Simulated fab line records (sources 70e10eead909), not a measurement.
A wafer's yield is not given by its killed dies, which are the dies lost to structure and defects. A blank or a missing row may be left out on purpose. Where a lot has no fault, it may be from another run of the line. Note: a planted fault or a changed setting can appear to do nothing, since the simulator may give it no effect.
Which tool is to blame? / flow nand harc / 11 lots with 33 wafers sampled at 4 steps, on a route of 1302 steps

## WHAT THE GAUGES SHOWED, per wafer
NHARC_P_GATE_INSPECT_68.
lot=L569; measured=day 6 05:17; on=defect inspect-02; raw defect count=176 244 105
lot=L570; measured=day 6 19:21; on=defect inspect-02; raw defect count=183 250 108
lot=L575; measured=day 8 12:05; on=defect inspect-02; raw defect count=276 293 158
lot=L579; measured=day 10 10:17; on=defect inspect-01; raw defect count=924 725 732
lot=L580; measured=day 10 21:05; on=defect inspect-02; raw defect count=735 720 656
lot=L581; measured=day 11 00:44; on=defect inspect-01; raw defect count=325 287 220
lot=L582; measured=day 11 23:44; on=defect inspect-02; raw defect count=176 187 226
lot=L584; measured=day 12 17:29; on=defect inspect-01; raw defect count=229 110 271
lot=L585; measured=day 13 01:07; on=defect inspect-02; raw defect count=132 152 161
lot=L586; measured=day 13 03:02; on=defect inspect-02; raw defect count=116 86 96
lot=L591; measured=day 15 15:11; on=defect inspect-01; raw defect count=140 151 117

## EACH LOT AND THE TOOL THAT RAN IT (in order: tool; ch and the chambers of the sampled wafers; start)
lot=L569; NHARC_P_GATE_ETCH_104=rie diel-10 ch 2,3, day 5 11:16; NHARC_P_GATE_DESCUM_61=rie diel-10 ch 1,2,3, day 6 00:47; NHARC_P_GATE_DESCUM_93=rie diel-03 ch 1,2,3, day 6 02:20
lot=L570; NHARC_P_GATE_ETCH_104=rie diel-01 ch 0,1, day 6 01:17; NHARC_P_GATE_DESCUM_61=rie diel-10 ch 0,2, day 6 14:45; NHARC_P_GATE_DESCUM_93=rie diel-10 ch 2,3, day 6 16:26
lot=L575; NHARC_P_GATE_ETCH_104=rie diel-10 ch 1,2,3, day 7 17:44; NHARC_P_GATE_DESCUM_61=rie diel-03 ch 0,2,3, day 8 07:31; NHARC_P_GATE_DESCUM_93=rie diel-10 ch 1,2, day 8 09:08
lot=L579; NHARC_P_GATE_ETCH_104=rie diel-10 ch 0,1,3, day 9 15:57; NHARC_P_GATE_DESCUM_61=rie diel-03 ch 1,3, day 10 05:39; NHARC_P_GATE_DESCUM_93=rie diel-03 ch 0,2,3, day 10 07:23
lot=L580; NHARC_P_GATE_ETCH_104=rie diel-10 ch 0,2,3, day 10 01:58; NHARC_P_GATE_DESCUM_61=rie diel-10 ch 0,3, day 10 15:50; NHARC_P_GATE_DESCUM_93=rie diel-03 ch 0,1, day 10 17:34
lot=L581; NHARC_P_GATE_ETCH_104=rie diel-01 ch 1,2,3, day 10 05:47; NHARC_P_GATE_DESCUM_61=rie diel-10 ch 0,1,3, day 10 19:23; NHARC_P_GATE_DESCUM_93=rie diel-10 ch 0,2,3, day 10 21:06
lot=L582; NHARC_P_GATE_ETCH_104=rie diel-03 ch 0,1,3, day 11 05:34; NHARC_P_GATE_DESCUM_61=rie diel-10 ch 2,3, day 11 19:04; NHARC_P_GATE_DESCUM_93=rie diel-10 ch 0,3, day 11 20:40
lot=L584; NHARC_P_GATE_ETCH_104=rie diel-03 ch 0,1,2, day 11 21:28; NHARC_P_GATE_DESCUM_61=rie diel-03 ch 0,1,2, day 12 13:00; NHARC_P_GATE_DESCUM_93=rie diel-10 ch 0,1,3, day 12 14:35
lot=L585; NHARC_P_GATE_ETCH_104=rie diel-01 ch 1,2, day 12 06:52; NHARC_P_GATE_DESCUM_61=rie diel-10 ch 0,1,3, day 12 20:29; NHARC_P_GATE_DESCUM_93=rie diel-10 ch 1,2,3, day 12 22:13
lot=L586; NHARC_P_GATE_ETCH_104=rie diel-01 ch 0,3, day 12 09:02; NHARC_P_GATE_DESCUM_61=rie diel-10 ch 0,2,3, day 12 22:24; NHARC_P_GATE_DESCUM_93=rie diel-10 ch 0,1,3, day 13 00:07
lot=L591; NHARC_P_GATE_ETCH_104=rie diel-10 ch 0,1,2, day 14 20:56; NHARC_P_GATE_DESCUM_61=rie diel-01 ch 1,2, day 15 10:26; NHARC_P_GATE_DESCUM_93=rie diel-03 ch 0,2, day 15 12:18
- NHARC_P_GATE_ETCH_104: etches the open film in CF4/CHF3, target depth 60 nm.
- NHARC_P_GATE_DESCUM_61: chemistry O2, time 3 s.
- NHARC_P_GATE_DESCUM_93: chemistry O2, time 3 s.

## THE ANSWER, worked out from the rows above alone
Rule: what is usual is taken from the lots themselves. Put in order of their means at a reading, lots are off if they are a third of the lots or fewer, leave a main group of 4 or more, and stand apart from it by a gap of 3 or more times the standard deviation of the main group's means; of several such gaps the widest counts. The tables above print the reading to a certain number of digits; a main group whose means all agree to those digits is not used. Also off: a lot with no number at a reading for which 4 or more lots have one. The other lots that the step has rows for count as sound.
Off at NHARC_P_GATE_INSPECT_68 (raw defect count): L579, L580. The main group: mean 184, standard deviation 51.
A tool fits if, at a process step before that reading, it ran every lot that is off, and no sound lot after the first of them. The gauges at NHARC_P_GATE_INSPECT_68 are tried like those tools. No candidate that was tried fits.

## WHAT WAS PUT IN BY THE SIMULATOR
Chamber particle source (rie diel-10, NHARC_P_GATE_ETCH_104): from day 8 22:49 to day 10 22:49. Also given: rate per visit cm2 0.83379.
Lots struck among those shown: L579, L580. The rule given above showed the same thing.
